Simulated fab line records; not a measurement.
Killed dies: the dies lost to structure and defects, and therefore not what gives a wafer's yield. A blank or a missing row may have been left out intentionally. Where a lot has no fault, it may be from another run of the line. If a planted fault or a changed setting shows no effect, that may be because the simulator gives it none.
Struck lot and sound lot, side by side :: flow nand harc :: 15 out of 1159 route steps
Sound: the wafers L221.1, L221.3, L221.5. Wafers struck: L230.2, L230.5, L230.6. At the end, the cause is stated.
Order at every step that has rows: each side's tool, ch and its chambers, its first start. Under that, the readings that differ: sound wafers :: struck wafers :: difference of the means :: sigmas: that difference in standard deviations of wafers without a fault.
alike: readings whose means differ by less than 2 such deviations, and words and numbers that are the same on both sides. not compared: withheld readings, readings that some wafer has no value for, bounds like >300 that may hide the same value, and numbers for which the record gives no deviation and whose values overlap.
Wherever a step has rows on one side only, a row that says differs or no value, or a row with sigmas, the two part there. When numbers do not overlap yet have no deviation, they are printed without sigmas and do not part them. A reading that every wafer of one side lacks parts them only if that side has two wafers or more.

NHARC_A_CONTACT_INSPECT_44:
  sound on defect inspect-01 at day 17 06:04; struck on defect inspect-01 at day 19 17:00
  alike: raw defect count
then, 1 step without rows for these wafers: NHARC_A_CONTACT_DESCUM_47 (chemistry O2, time 3 s).
NHARC_A_CONTACT_ETCH_48: etches the open film in CF4, target depth 39 nm, time 65 s.
  sound on rie diel-01 ch 0,1,2, day 17 06:14; struck on rie diel-02 ch 2,3, day 19 17:09
  alike: bias w, cf4 flow sccm, drypump motor current A, oes product au, rf vpp V, showerhead plenum p Torr, throttle valve pct
  not compared: rf hours counter h
then, 1 step without rows for these wafers: NHARC_A_CONTACT_ETCH_49 (etches the open film in N2/H2, target depth 260 nm, time 475.3 s).
NHARC_A_CONTACT_ETCH_50: etches the open film in CF4/CHF3, target depth 84.7 nm, time 42.4 s.
  sound on rie diel-01 ch 0,1,3; struck on rie diel-02 ch 0,1,2
reading: oes product au (a.u.)
sound: 0.965 0.968 0.973
struck: 0.919 0.928 0.915
difference: -0.048
sigmas: -2
  alike: bias w, cf4 flow sccm, drypump motor current A, rf vpp V, showerhead plenum p Torr, throttle valve pct
  not compared: rf hours counter h
then, 1 step without rows for these wafers: NHARC_A_CONTACT_ETCH_51 (etches the open film in O2/COS, target depth 3600 nm, time 936 s).
NHARC_A_CONTACT_ETCH_111: etches the open film in C4F8/O2/Ar, time 140 s, target depth 700 nm.
  sound on har cap etch-03 ch 0,1, day 17 07:27; struck on har cap etch-01 ch 0,1, day 19 18:25
  alike: chamber pressure mTorr, oes air line au
  not compared: rf hours counter h
then, 2 steps without rows for these wafers: NHARC_A_CONTACT_ETCH_112 (etches the open film in C4F8/O2/Ar, time 94 s, target depth 922 nm); NHARC_A_CONTACT_ETCH_113 (etches the open film in C4F8/O2/Ar, time 94 s, target depth 922 nm).
NHARC_A_CONTACT_ETCH_114: etches the open film in C4F8/O2/Ar, time 94 s, target depth 922 nm.
  sound on har cap etch-03 ch 0,1, day 17 07:49; struck on har cap etch-01 ch 0,1, day 19 18:47
  alike: chamber pressure mTorr, oes air line au
  not compared: rf hours counter h
then, 2 steps without rows for these wafers: NHARC_A_CONTACT_ETCH_115 (etches the open film in C4F8/O2/Ar, time 94 s, target depth 922 nm); NHARC_A_CONTACT_ETCH_116 (etches the open film in C4F8/O2/Ar, time 94 s, target depth 922 nm).
NHARC_A_CONTACT_ETCH_117: etches the open film in C4F8/O2/Ar, time 94 s, target depth 922 nm.
  sound on har cap etch-03 ch 0,1, day 17 08:05; struck on har cap etch-01 ch 0,1, day 19 19:04
  no value came back on the struck wafers for chamber pressure mTorr (mTorr), oes air line au (a.u.), time s (s); on the sound wafers chamber pressure mTorr (mTorr) reads 20.000 19.976 19.988
  not compared: rf hours counter h
NHARC_A_CONTACT_ETCH_118: etches the open film in C4F8/O2/Ar, time 94 s, target depth 922 nm.
  sound on har cap etch-03 ch 0,1, day 17 08:11; struck on har cap etch-01 ch 0,1, day 19 19:10
  alike: chamber pressure mTorr, oes air line au
  not compared: rf hours counter h
-- record jumps: 3 days between struck wafers' starts before vs after; left off in module A_CONTACT, resumes in module END, first step shown is number 1159 of the route --
NHARC_END_SORT_01:
  the record has rows for the struck wafers here (prober-02 ch 0, day 22 18:52) and none for the sound ones

WHERE THEY PART
At NHARC_A_CONTACT_ETCH_50 first; at NHARC_END_SORT_01 last (within this record only).

WHY: what had been put in by the simulator
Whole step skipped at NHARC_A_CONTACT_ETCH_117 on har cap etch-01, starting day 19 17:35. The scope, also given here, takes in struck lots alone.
